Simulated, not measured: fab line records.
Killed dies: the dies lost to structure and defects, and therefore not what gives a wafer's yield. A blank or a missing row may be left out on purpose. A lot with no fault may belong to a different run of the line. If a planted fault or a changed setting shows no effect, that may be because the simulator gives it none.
Matching of chambers ; flow nand_harc ; 4 sister chambers for NHARC_A_CHANNEL_FILL_D1_ALD_14 on ald_hk-04
The step deposits SiO2, target thk 2.5 nm, pulse time 10 s, ald cycles 25. 8 wafers are shown with their chamber, then 7 later ones without.

## WAFERS, EACH WITH ITS CHAMBER
wafer;chamber;heater_power_w (W);precursor_pulse_height_rel
L516.3;1;415;0.991
L520.1;1;413;1.012
L520.2;2;464;0.983
L525.2;3;491;1.010
L525.4;2;490;0.981
L525.6;0;473;1.002
L526.1;0;483;0.987
L526.2;3;489;1.008

## WAFERS WITH NO CHAMBER GIVEN
wafer;heater_power_w (W);precursor_pulse_height_rel
L526.5;478;0.995
L529.1;486;1.034
L529.4;490;1.004
L529.6;488;0.971
L530.1;420;1.008
L530.3;475;0.976
L530.5;415;0.983

## EACH ONE'S CHAMBER
wafer;from the rows above;in truth
L526.5;can't be placed: 0 or 2 or 3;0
L529.1;can't be placed: 3 or 0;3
L529.4;can't be placed: 3 or 0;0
L529.6;can't be placed: 2 or 0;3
L530.1;1;1
L530.3;can't be placed: 2 or 0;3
L530.5;1;1
Correctly placed: 2 of 7. Cannot be placed on the basis of these rows: 5; the candidates contain the true chamber in 3. Number placed wrongly: 0.
How it was worked out, from the rows above alone: a wafer's distance from a chamber is the root of the sum, over the readings, of the square of ((its reading less the chamber's mean) divided by the reading's scatter). The wafer belongs to the nearest chamber; if the next one is less than 2 further off, it can't be placed. For every chamber, the mean is computed from those of its wafers that are shown. How the scatter is found: for the shown wafers, subtract from each reading the mean of its chamber, square and add these, divide the total by (wafers less chambers), then take the root.
